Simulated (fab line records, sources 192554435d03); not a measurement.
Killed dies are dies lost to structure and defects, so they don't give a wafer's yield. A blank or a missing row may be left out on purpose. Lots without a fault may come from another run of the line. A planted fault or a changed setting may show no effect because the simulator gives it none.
fab line records | flow n5_finfet | part 1 of 2: steps 1 to 4 of 6
record lots=24 wafers=72 last_day=18
route steps=1938 shown BEOL_M0_SAQP@634
lots that met no fault: from a run of the same line without faults
start_h: hours from the record's first day to the start of the lot's first wafer shown | wait_h: hours since the lot's step before | " the same as in the row above | L1.1+2: a row that stands for several wafers | - no value, or no start given | * or withheld: withheld | < > ~ a bound
route shown NAME@n: a module of which the file shows steps, and the number in the route of the first | usual: mean/standard deviation of fault-free wafers | same: alike in all rows | chamber/n: place in a boat | sites: the reading at each site | _std_site: their standard deviation | _edge_site: outer sites' mean less inner sites' | radius_mm: how far each site lies from the wafer's centre | mask NAME#n: copy n | behind: the tool/chamber that last shaped the wafer | hold: why the lot was held/for how many hours/how that ended | device: the transistor (n, p or np) that didn't switch | end of line: the same wafers' tests at the end of the route | a step without rows: its recipe alone | killed: dies lost to structure and defects at the first sort, not the wafer's yield | map: a wafer's dies, x killed, . not, _ none there
set.NAME: the setting as run; set.NAME@STEP: as run at that earlier step | model.NAME: the simulator's own value behind a step, which no gauge read
steps of the route over a sample of lots; a table a step, a row a wafer
services: from which hour (start_h, from the record's first day; less than 0 if before it) a tool's chamber was out of use, for how many hours, and why
## steps
# step N5_BEOL_M0_SAQP_HM_DEP_02
# recipe material=TiN target_thk_a=120 temp_c=25 chamber_pressure_pa=0.49996
# usual throttle_valve_pct=30.0/1.4
# columns lot.wafer tool chamber start_h wait_h throttle_valve_pct
L074.1 pvd_sputter-01 - 110.43 0.8 29.4
L074.3 " - " " 30.0
L074.6 " - " " 30.7
L075.1 pvd_sputter-02 - 119.18 0.7 28.6
L075.4 " - " " 32.6
L075.5 " - " " 31.0
L076.2 pvd_sputter-01 - 134.06 3.6 30.0
L076.3 " - " " 30.5
L076.6 " - " " 30.6
L077.1 pvd_sputter-02 - 137.27 2.2 28.6
L077.2 " - " " 29.1
L077.4 " - " " 31.1
L078.1 pvd_sputter-02 - 140.64 1.4 32.5
L078.2 " - " " 29.1
L078.6 " - " " 30.9
L079.1 pvd_sputter-03 - 145.84 0.5 30.9
L079.3 " - " " 31.6
L079.5 " - " " 27.9
L080.2 pvd_sputter-02 - 148.42 0.0 28.4
L080.3 " - " " 32.7
L080.4 " - " " 28.9
L081.1 pvd_sputter-01 - 151.94 0.6 29.5
L081.3 " - " " 30.4
L081.6 " - " " 29.4
L082.2 pvd_sputter-01 - 155.06 0.4 30.1
L082.3 " - " " 29.9
L082.6 " - " " 29.9
L083.3 pvd_sputter-01 - 158.22 0.4 29.8
L083.4 " - " " 30.4
L083.5 " - " " 29.8
L084.1 pvd_sputter-03 - 168.70 2.7 28.7
L084.2 " - " " 27.9
L084.5 " - " " 28.5
L085.2 pvd_sputter-03 - 175.48 1.9 27.8
L085.5 " - " " 31.9
L085.6 " - " " 31.0
L086.1 pvd_sputter-02 - 180.27 0.6 28.8
L086.2 " - " " 32.7
L086.5 " - " " 29.2
L087.2 pvd_sputter-01 - 183.79 0.5 29.7
L087.4 " - " " 29.3
L087.6 " - " " 30.4
L088.1 pvd_sputter-03 - 187.51 1.2 31.7
L088.5 " - " " 28.0
L088.6 " - " " 31.1
L089.2 pvd_sputter-03 - 199.90 0.9 30.7
L089.4 " - " " 28.5
L089.6 " - " " 28.5
L090.1 pvd_sputter-01 - 208.11 1.5 30.1
L090.2 " - " " 29.2
L090.6 " - " " 30.7
L091.4 pvd_sputter-03 - 211.50 0.9 27.8
L091.5 " - " " 31.7
L091.6 " - " " 28.4
L092.1 pvd_sputter-01 - 217.33 1.4 30.1
L092.2 " - " " 29.9
L092.4 " - " " 30.6
L093.1 pvd_sputter-02 - 223.29 0.8 32.7
L093.3 " - " " 29.1
L093.4 " - " " 30.8
L095.2 pvd_sputter-03 - 236.52 2.1 31.3
L095.4 " - " " 31.6
L095.5 " - " " 31.6
L094.1 pvd_sputter-03 - 239.70 2.2 28.5
L094.3 " - " " 31.4
L094.6 " - " " 28.4
L096.1 pvd_sputter-03 - 241.04 0.6 30.9
L096.4 " - " " 28.4
L096.5 " - " " 31.0
L097.1 pvd_sputter-03 - 245.89 1.8 31.6
L097.4 " - " " 31.2
L097.6 " - " " 27.8
# step N5_BEOL_M0_SAQP_DESCUM_19
# recipe chemistry=O2 time_s=7.9 source_power_w=50 bias_power_w=20 pressure_mtorr=20 rf_frequency_hz=2.712e+07 temp_c=40 resist=CAR-ArF o2_flow_sccm=225
# usual drypump_motor_current_A=5.8/0.5 o2_flow_sccm=225.0/0.67 oes_product_au=0.80/0.087 rf_vpp_V=243.7/1.3 showerhead_plenum_p_Torr=2.13/0.066 throttle_valve_pct=20.3/0.36
# columns lot.wafer tool chamber start_h wait_h drypump_motor_current_A o2_flow_sccm oes_product_au rf_hours_counter_h rf_vpp_V showerhead_plenum_p_Torr throttle_valve_pct
L074.1 rie_diel-02 1 111.20 0.0 5.4 225.3 0.88 40 243.6 2.11 19.9
L074.3 " 2 " " 6.6 225.2 0.99 1 243.9 2.13 19.8
L074.6 " 0 " " 5.1 225.7 0.72 - 244.0 2.07 20.7
L075.1 rie_diel-04 0 120.06 0.1 5.6 225.8 0.74 164 242.6 2.09 20.8
L075.4 " 2 " " 5.7 225.6 0.75 133 243.2 2.20 20.8
L075.5 " 1 " " 6.3 224.9 0.75 - 245.1 2.17 20.0
L076.2 rie_diel-02 1 134.86 0.0 5.4 225.4 0.86 47 243.8 2.10 19.9
L076.3 " 3 " " 6.6 225.0 0.95 15 245.8 2.22 20.2
L076.6 " 0 " " 5.1 225.6 0.71 - 241.4 2.07 20.7
L077.1 rie_diel-04 1 138.40 0.4 6.3 224.8 0.76 175 243.9 2.17 20.1
L077.2 " 2 " " 5.7 224.5 0.75 138 245.6 2.20 20.8
L077.4 " 0 " " 5.6 224.8 0.73 169 243.6 2.08 20.8
L078.1 rie_diel-03 1 141.54 0.0 6.0 224.3 0.76 155 241.5 2.00 20.6
L078.2 " 2 " " 5.0 223.8 0.82 90 244.5 2.12 20.6
L078.6 " 0 " " 5.9 224.8 0.77 - 243.9 2.10 20.4
L079.1 rie_diel-02 0 146.85 0.1 5.1 225.3 0.72 188 243.2 2.07 20.8
L079.3 " 1 " " 5.4 227.0 0.86 51 244.3 2.10 19.9
L079.5 " 2 " " 6.6 224.9 0.94 - 245.0 2.12 19.7
L080.2 rie_diel-03 3 149.46 0.2 5.6 224.3 0.90 23 245.3 2.23 20.2
L080.3 " 1 " " 6.0 225.2 0.76 157 241.3 2.00 20.6
L080.4 " 2 " " 5.0 224.2 0.81 92 243.3 2.12 20.6
L081.1 rie_diel-02 3 152.87 0.1 6.6 225.2 0.95 21 246.1 2.22 20.3
L081.3 " 2 " " 6.6 225.6 0.95 13 244.5 2.12 19.8
L081.6 " 3 " " 6.6 224.6 0.94 - 246.4 2.22 20.3
L082.2 rie_diel-02 3 155.96 0.0 6.6 224.7 0.94 22 246.3 2.22 20.2
L082.3 " 2 " " 6.6 224.5 0.95 14 242.8 2.12 19.7
L082.6 " 2 " " 6.6 225.4 0.93 - 243.4 2.12 19.8
L083.3 rie_diel-04 1 159.05 0.1 6.3 224.1 0.74 182 244.2 2.17 20.1
L083.4 " 2 " " 5.7 224.7 0.74 144 246.2 2.20 20.8
L083.5 " 1 " " 6.3 224.2 0.74 - 245.1 2.17 20.1
L084.1 rie_diel-04 0 169.64 0.0 5.6 225.4 0.72 178 242.9 2.08 20.8
L084.2 " 3 " " 5.7 225.9 0.70 247 243.5 2.16 20.3
L084.5 " 0 " " 5.6 225.2 0.72 - 244.0 2.08 20.8
L085.2 rie_diel-03 1 176.50 0.3 6.0 225.0 0.75 167 241.8 2.00 20.6
L085.5 " 3 " " 5.6 225.4 0.88 - 247.1 2.23 20.2
L085.6 " 0 " " 5.9 226.3 0.76 - 243.7 2.09 20.4
L086.1 rie_diel-02 2 181.29 0.0 6.6 224.8 0.92 23 243.0 2.12 19.8
L086.2 " 0 " " 5.1 225.6 0.71 199 242.4 2.07 20.8
L086.5 " 3 " " 6.6 224.8 0.91 - 244.7 2.22 20.3
L087.2 rie_diel-03 1 184.78 0.0 6.0 224.1 0.74 171 243.2 2.00 20.6
L087.4 " 3 " " 5.7 225.3 0.88 36 245.1 2.23 20.2
L087.6 " 0 " " 5.9 225.7 0.75 - 242.4 2.09 20.4
L088.1 rie_diel-03 3 188.29 0.0 5.6 225.2 0.87 37 244.0 2.23 20.2
L088.5 " 2 " " 5.0 224.2 0.79 - 242.4 2.12 20.6
L088.6 " 3 " " 5.6 225.5 0.86 - 245.1 2.23 20.2
L089.2 rie_diel-03 2 200.83 0.2 5.0 223.7 0.79 110 243.4 2.11 20.6
L089.4 " 0 " " 6.0 226.0 0.75 169 242.9 2.09 20.4
L089.6 " 1 " " 6.0 226.1 0.74 - 243.8 1.99 20.6
L090.1 rie_diel-04 0 208.97 0.0 5.6 224.8 0.72 192 243.2 2.08 20.8
L090.2 " 1 " " 6.3 224.6 0.73 199 242.9 2.16 20.1
L090.6 " 3 " " 5.8 226.0 1.00 - 243.3 2.15 19.9
L091.4 rie_diel-02 2 212.64 0.3 6.6 225.0 0.89 33 242.0 2.12 19.8
L091.5 " 0 " " 5.1 225.0 0.70 - 242.8 2.06 20.8
L091.6 " 3 " " 6.6 224.5 0.90 - 244.3 2.22 20.3
L092.1 rie_diel-02 3 218.11 0.0 6.6 224.2 0.90 40 247.1 2.22 20.3
L092.2 " 0 " " 5.1 225.6 0.68 212 242.8 2.06 20.8
L092.4 " 1 " " 5.4 224.8 0.83 75 243.3 2.10 19.9
L093.1 rie_diel-03 2 224.19 0.0 5.0 225.9 0.79 116 242.5 2.11 20.7
L093.3 " 3 " " 5.7 225.6 0.85 48 244.6 2.22 20.3
L093.4 " 1 " " 6.0 225.6 0.73 182 241.1 1.99 20.6
L095.2 rie_diel-03 1 238.14 0.7 6.0 225.2 0.73 186 241.4 1.99 20.6
L095.4 " 1 " " 6.0 225.4 0.73 - 241.7 1.99 20.6
L095.5 " 3 " " 5.7 225.1 0.85 - 245.9 2.22 20.3
L094.1 rie_diel-02 2 240.60 0.0 6.6 225.0 0.88 41 242.5 2.11 19.8
L094.3 " 1 " " 5.4 224.7 0.83 82 243.0 2.09 19.9
L094.6 " 2 " " 6.6 225.5 0.88 - 245.6 2.11 19.8
L096.1 rie_diel-04 1 241.94 0.0 6.3 225.4 0.73 208 244.5 2.16 20.1
L096.4 " 0 " " 5.6 224.3 0.71 201 242.6 2.07 20.8
L096.5 " 0 " " 5.6 225.8 0.71 - 243.2 2.07 20.8
L097.1 rie_diel-04 1 246.68 0.0 6.3 225.6 0.72 210 244.5 2.16 20.1
L097.4 " 0 " " 5.6 224.8 0.71 203 243.4 2.07 20.8
L097.6 " 3 " " 5.7 223.8 0.96 - 242.5 2.15 19.9
# step N5_BEOL_M0_SAQP_ETCH_84
# recipe chemistry=N2/H2 target=SOC target_depth_a=1000 overetch_a=200 mask_material=SiARC temp_c=40 time_s=150 ion_energy_ev=200 pressure_mtorr=30 source_w=840 bias_w=150 n2_flow_sccm=200 h2_flow_sccm=200
# usual drypump_motor_current_A=5.8/0.5 oes_product_au=0.72/0.074 rf_vpp_V=525.1/2.3 showerhead_plenum_p_Torr=2.58/0.083 throttle_valve_pct=17.75/0.25
# columns lot.wafer tool chamber start_h wait_h drypump_motor_current_A oes_product_au rf_hours_counter_h rf_vpp_V showerhead_plenum_p_Torr throttle_valve_pct
L074.1 rie_diel-02 1 111.29 0.0 5.4 0.78 40 523.6 2.59 17.44
L074.3 " 2 " " 6.6 0.87 1 525.7 2.62 17.45
L074.6 " 0 " " 5.1 0.63 - 524.2 2.52 18.14
L075.1 rie_diel-04 0 120.14 0.0 5.6 0.66 164 522.3 2.52 17.98
L075.4 " 2 " " 5.7 0.67 133 526.7 2.64 18.01
L075.5 " 1 " " 6.3 0.67 - 526.4 2.65 17.52
L076.2 rie_diel-02 1 134.94 0.0 5.4 0.78 47 526.6 2.59 17.43
L076.3 " 3 " " 6.6 0.83 15 528.9 2.72 17.67
L076.6 " 0 " " 5.1 0.64 - 523.0 2.52 18.15
L077.1 rie_diel-04 1 138.48 0.0 6.3 0.67 175 525.8 2.64 17.52
L077.2 " 2 " " 5.7 0.67 138 527.5 2.64 18.01
L077.4 " 0 " " 5.6 0.66 169 522.8 2.51 18.00
L078.1 rie_diel-03 1 141.63 0.0 6.0 0.68 155 519.9 2.42 17.89
L078.2 " 2 " " 5.0 0.73 90 524.3 2.55 17.80
L078.6 " 0 " " 5.9 0.69 - 524.8 2.55 17.86
L079.1 rie_diel-02 0 146.94 0.0 5.1 0.64 188 523.1 2.52 18.14
L079.3 " 1 " " 5.4 0.76 51 524.3 2.58 17.44
L079.5 " 2 " " 6.6 0.83 - 524.5 2.61 17.50
L080.2 rie_diel-03 3 149.54 0.0 5.7 0.81 23 528.7 2.70 17.52
L080.3 " 1 " " 6.0 0.68 157 520.2 2.42 17.87
L080.4 " 2 " " 5.1 0.74 93 523.0 2.55 17.78
L081.1 rie_diel-02 3 152.96 0.0 6.6 0.84 21 528.0 2.72 17.66
L081.3 " 2 " " 6.6 0.82 13 525.5 2.61 17.48
L081.6 " 3 " " 6.5 0.84 - 530.1 2.72 17.68
L082.2 rie_diel-02 3 156.05 0.0 6.5 0.83 22 527.3 2.72 17.67
L082.3 " 2 " " 6.6 0.82 14 525.1 2.61 17.48
L082.6 " 2 " " 6.6 0.82 - 525.9 2.61 17.49
L083.3 rie_diel-04 1 159.13 0.0 6.3 0.67 182 527.4 2.64 17.54
L083.4 " 2 " " 5.7 0.66 144 528.5 2.64 18.03
L083.5 " 1 " " 6.3 0.67 - 526.6 2.64 17.52
L084.1 rie_diel-04 0 169.73 0.0 5.6 0.65 178 524.0 2.51 18.01
L084.2 " 3 " " 5.8 0.62 247 526.1 2.63 17.75
L084.5 " 0 " " 5.6 0.65 - 526.2 2.51 18.01
L085.2 rie_diel-03 1 176.59 0.0 6.0 0.67 167 521.4 2.42 17.90
L085.5 " 3 " " 5.7 0.79 - 529.3 2.70 17.54
L085.6 " 0 " " 5.9 0.68 - 523.3 2.54 17.89
L086.1 rie_diel-02 2 181.37 0.0 6.6 0.80 23 525.0 2.61 17.51
L086.2 " 0 " " 5.1 0.63 199 523.0 2.51 18.18
L086.5 " 3 " " 6.6 0.82 - 527.9 2.71 17.69
L087.2 rie_diel-03 1 184.86 0.0 6.0 0.67 171 520.6 2.42 17.90
L087.4 " 3 " " 5.6 0.79 36 528.6 2.70 17.54
L087.6 " 0 " " 5.9 0.67 - 524.2 2.54 17.88
L088.1 rie_diel-03 3 188.37 0.0 5.6 0.78 38 529.0 2.70 17.54
L088.5 " 2 " " 5.0 0.72 - 524.9 2.55 17.82
L088.6 " 3 " " 5.6 0.79 - 527.9 2.70 17.55
L089.2 rie_diel-03 2 200.91 0.0 5.0 0.71 110 524.2 2.54 17.83
L089.4 " 0 " " 6.0 0.67 169 522.5 2.54 17.90
L089.6 " 1 " " 6.0 0.67 - 521.4 2.42 17.94
L090.1 rie_diel-04 0 209.06 0.0 5.6 0.64 192 522.1 2.50 18.04
L090.2 " 1 " " 6.3 0.66 199 525.1 2.63 17.55
L090.6 " 3 " " 5.7 0.89 - 526.0 2.62 17.29
L091.4 rie_diel-02 2 212.73 0.0 6.6 0.78 33 525.7 2.61 17.53
L091.5 " 0 " " 5.1 0.62 - 522.3 2.51 18.20
L091.6 " 3 " " 6.6 0.80 - 527.3 2.71 17.69
L092.1 rie_diel-02 3 218.20 0.0 6.6 0.80 40 529.6 2.71 17.72
L092.2 " 0 " " 5.1 0.63 212 523.0 2.51 18.19
L092.4 " 1 " " 5.4 0.74 75 525.3 2.57 17.50
L093.1 rie_diel-03 2 224.28 0.0 5.0 0.71 116 522.6 2.54 17.84
L093.3 " 3 " " 5.7 0.78 48 529.0 2.69 17.56
L093.4 " 1 " " 6.0 0.66 182 519.7 2.41 17.93
L095.2 rie_diel-03 1 238.23 0.0 6.0 0.66 186 520.3 2.41 17.94
L095.4 " 1 " " 6.0 0.66 - 519.4 2.41 17.94
L095.5 " 3 " " 5.6 0.77 - 527.3 2.69 17.56
L094.1 rie_diel-02 2 240.68 0.0 6.6 0.77 41 524.4 2.60 17.53
L094.3 " 1 " " 5.4 0.73 82 525.3 2.57 17.51
L094.6 " 2 " " 6.6 0.77 - 525.1 2.60 17.54
L096.1 rie_diel-04 1 242.02 0.0 6.3 0.65 209 526.9 2.63 17.59
L096.4 " 0 " " 5.6 0.64 201 523.0 2.50 18.08
L096.5 " 0 " " 5.6 0.64 - 523.8 2.50 18.05
L097.1 rie_diel-04 1 246.77 0.0 6.3 0.65 210 525.8 2.63 17.58
L097.4 " 0 " " 5.6 0.64 203 524.6 2.50 18.07
L097.6 " 3 " " 5.8 0.85 - 526.3 2.62 17.31
# step N5_BEOL_M0_SAQP_SPACER2_ALD_26
# recipe material=SiO2 target_thk_a=150 temp_c=300 ald_precursor_family=BDEAS ald_co_reactant=O2-plasma pulse_time_s=1 purge_time_s=2 co_reactant_purge_time_s=2 pressure_torr=2
# usual chamber_pressure_Torr=2.001/0.0042 heater_power_w=463/47 precursor_pulse_height_rel=0.999/0.02
# same pulse_time_s=1 purge_time_s=2
# columns lot.wafer tool chamber start_h wait_h chamber_pressure_Torr heater_power_w precursor_pulse_height_rel
L074.1 ald_sin-03 3 113.86 0.1 2.011 465 1.008
L074.3 " 0 " " 2.000 518 0.988
L074.6 " 3 " " 2.004 468 0.970
L075.1 ald_sin-02 1 122.82 0.1 2.000 407 1.003
L075.4 " 2 " " 2.004 478 0.963
L075.5 " 2 " " 2.011 466 1.019
L076.2 ald_sin-02 0 139.84 0.5 1.999 447 1.008
L076.3 " 1 " " 2.002 415 1.015
L076.6 " 1 " " 1.994 397 0.989
L077.1 ald_sin-03 1 142.41 1.5 1.998 404 0.992
L077.2 " 3 " " 2.004 473 0.985
L077.4 " 2 " " 1.998 438 0.981
L078.1 ald_sin-02 2 144.61 0.1 1.994 491 1.041
L078.2 " 0 " " 2.001 451 1.000
L078.6 " 2 " " 2.000 478 1.010
L079.1 ald_sin-02 3 150.38 0.4 2.006 433 0.994
L079.3 " 2 " " 2.002 479 1.021
L079.5 " 0 " " 1.999 454 0.997
L080.2 ald_sin-02 2 152.62 0.1 2.003 475 0.979
L080.3 " 3 " " 2.006 413 0.988
L080.4 " 2 " " 2.007 468 1.017
L081.1 ald_sin-02 1 155.50 0.1 1.995 409 1.011
L081.3 " 2 " " 1.997 475 0.954
L081.6 " 2 " " 1.996 473 0.959
L082.2 ald_sin-04 2 158.58 0.1 1.997 592 1.003
L082.3 " 3 " " 2.004 536 0.993
L082.6 " 2 " " 1.993 568 0.994
L083.3 ald_sin-04 3 161.91 0.1 1.999 556 0.989
L083.4 " 1 " " 2.002 432 0.968
L083.5 " 1 " " 1.998 429 0.966
L084.1 ald_sin-04 0 172.40 0.1 1.996 512 0.975
L084.2 " 1 " " 2.001 429 1.034
L084.5 " 3 " " 2.001 544 1.001
L085.2 ald_sin-02 1 179.56 0.1 2.000 422 1.024
L085.5 " 0 " " 2.003 444 1.010
L085.6 " 3 " " 2.008 438 1.019
L086.1 ald_sin-02 0 184.46 0.1 2.005 447 1.013
L086.2 " 3 " " 1.998 431 1.013
L086.5 " 1 " " 1.999 418 1.000
L087.2 ald_sin-03 3 187.66 0.4 1.997 479 1.009
L087.4 " 0 " " 1.999 525 1.018
L087.6 " 3 " " 2.000 450 1.007
L088.1 ald_sin-03 2 192.57 0.1 2.002 434 1.021
L088.5 " 1 " " 2.001 419 1.003
L088.6 " 0 " " 1.999 507 0.982
L089.2 ald_sin-02 1 204.33 0.1 2.009 409 1.022
L089.4 " 2 " " 1.999 478 0.998
L089.6 " 1 " " 2.001 420 1.008
L090.1 ald_sin-03 1 211.78 0.1 2.001 413 0.998
L090.2 " 0 " " 2.003 515 1.020
L090.6 " 2 " " 1.998 439 0.969
L091.4 ald_sin-02 3 215.90 0.1 2.000 420 0.953
L091.5 " 2 " " 2.004 480 1.020
L091.6 " 1 " " 1.996 400 0.998
L092.1 ald_sin-04 2 220.68 0.1 1.998 538 1.037
L092.2 " 0 " " 2.000 504 1.026
L092.4 " 0 " " 2.005 511 0.972
L093.1 ald_sin-03 2 227.08 0.1 2.008 433 1.008
L093.3 " 0 " " 1.997 527 0.999
L093.4 " 3 " " 1.995 462 1.025
L095.2 ald_sin-03 1 241.90 0.1 2.001 412 1.029
L095.4 " 3 " " 1.997 455 0.989
L095.5 " 2 " " 2.007 441 0.968
L094.1 ald_sin-03 3 244.08 0.5 2.004 467 0.993
L094.3 " 1 " " 2.004 416 1.038
L094.6 " 0 " " 2.000 518 1.006
L096.1 ald_sin-02 3 244.82 0.2 1.999 432 0.981
L096.4 " 1 " " 2.000 399 1.017
L096.5 " 3 " " 2.001 427 1.014
L097.1 ald_sin-04 3 249.34 0.1 1.997 532 0.995
L097.4 " 0 " " 1.993 511 1.011
L097.6 " 3 " " 1.998 544 1.027
